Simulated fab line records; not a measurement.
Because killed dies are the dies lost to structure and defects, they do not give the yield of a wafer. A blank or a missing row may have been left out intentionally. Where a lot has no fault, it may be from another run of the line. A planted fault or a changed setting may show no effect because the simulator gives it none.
Which tool did it? / flow n5-finfet / 11 lots, 29 wafers sampled, at 3 steps of a route of 1938

== WHAT EACH GAUGE READ, for each wafer ==
N5_BEOL_M8_INSPECT_58: inspects for defects (darkfield).
lot=L297; measured=day 10 02:44; on=defect-inspect-02; raw-defect-count=25 62
lot=L299; measured=day 12 05:44; on=defect-inspect-02; raw-defect-count=92 76
lot=L300; measured=day 12 06:44; on=defect-inspect-02; raw-defect-count=69 77
lot=L298; measured=day 12 14:11; on=defect-inspect-01; raw-defect-count=56 63 73
lot=L302; measured=day 13 02:57; on=defect-inspect-02; raw-defect-count=116 79 99
lot=L304; measured=day 13 13:07; on=defect-inspect-01; raw-defect-count=60 105 121
lot=L315; measured=day 15 19:20; on=defect-inspect-01; raw-defect-count=71 67
lot=L312; measured=day 15 22:55; on=defect-inspect-02; raw-defect-count=66 70 62
lot=L316; measured=day 16 07:03; on=defect-inspect-01; raw-defect-count=80 74 121
lot=L317; measured=day 16 13:25; on=defect-inspect-02; raw-defect-count=66 60 85
lot=L318; measured=day 16 23:11; on=defect-inspect-02; raw-defect-count=70 35 100

== WHAT TOOL EACH LOT RAN ON (gives the tool, then ch and the chambers of the sampled wafers, and finally the start) ==
lot=L297; N5_BEOL_M8_ANNEAL_51=rtp-anneal-01 ch 0, day 10 02:04; N5_BEOL_M8_DEP_56=pecvd-04 ch 0,1, day 10 02:38
lot=L299; N5_BEOL_M8_ANNEAL_51=rtp-anneal-01 ch 0, day 12 04:58; N5_BEOL_M8_DEP_56=pecvd-02 ch 0,2, day 12 05:38
lot=L300; N5_BEOL_M8_ANNEAL_51=rtp-anneal-01 ch 0, day 12 06:04; N5_BEOL_M8_DEP_56=pecvd-01 ch 0,1, day 12 06:38
lot=L298; N5_BEOL_M8_ANNEAL_51=rtp-anneal-01 ch 0, day 12 13:26; N5_BEOL_M8_DEP_56=pecvd-02 ch 0,2, day 12 14:06
lot=L302; N5_BEOL_M8_ANNEAL_51=rtp-anneal-01 ch 0, day 13 02:12; N5_BEOL_M8_DEP_56=pecvd-01 ch 1,2, day 13 02:52
lot=L304; N5_BEOL_M8_ANNEAL_51=rtp-anneal-02 ch 0, day 13 12:22; N5_BEOL_M8_DEP_56=pecvd-04 ch 0,2, day 13 13:02
lot=L315; N5_BEOL_M8_ANNEAL_51=rtp-anneal-02 ch 0, day 15 18:35; N5_BEOL_M8_DEP_56=pecvd-01 ch 0,2, day 15 19:14
lot=L312; N5_BEOL_M8_ANNEAL_51=rtp-anneal-01 ch 0, day 15 22:08; N5_BEOL_M8_DEP_56=pecvd-01 ch 0,2, day 15 22:48
lot=L316; N5_BEOL_M8_ANNEAL_51=rtp-anneal-02 ch 0, day 16 06:18; N5_BEOL_M8_DEP_56=pecvd-02 ch 0,2, day 16 06:57
lot=L317; N5_BEOL_M8_ANNEAL_51=rtp-anneal-02 ch 0, day 16 12:40; N5_BEOL_M8_DEP_56=pecvd-04 ch 0,2, day 16 13:19
lot=L318; N5_BEOL_M8_ANNEAL_51=rtp-anneal-02 ch 0, day 16 22:32; N5_BEOL_M8_DEP_56=pecvd-01 ch 0,1, day 16 23:05
- N5_BEOL_M8_ANNEAL_51: time 90 s.
- N5_BEOL_M8_DEP_56: deposits SiCN from 3MS/NH3, target thk 10 nm, time 17.5 s.

== THE ANSWER, worked out from the rows above alone ==
Rule: the lots themselves supply what counts as usual. Put in order of their means at a reading, lots are off if they are a third of the lots or fewer, leave a main group of 4 or more, and stand apart from it by a gap of 3 or more times the standard deviation of the main group's means; of several such gaps the widest counts. Not used: any main group whose means are identical at the precision the tables above print for the reading. A lot without any number at a reading at which 4 lots or more have one is off too. All remaining lots with rows at the step are treated as sound.
No lot is off on any of the readings shown, so nothing can be concluded from this.

== WHAT HAD BEEN PUT IN BY THE SIMULATOR ==
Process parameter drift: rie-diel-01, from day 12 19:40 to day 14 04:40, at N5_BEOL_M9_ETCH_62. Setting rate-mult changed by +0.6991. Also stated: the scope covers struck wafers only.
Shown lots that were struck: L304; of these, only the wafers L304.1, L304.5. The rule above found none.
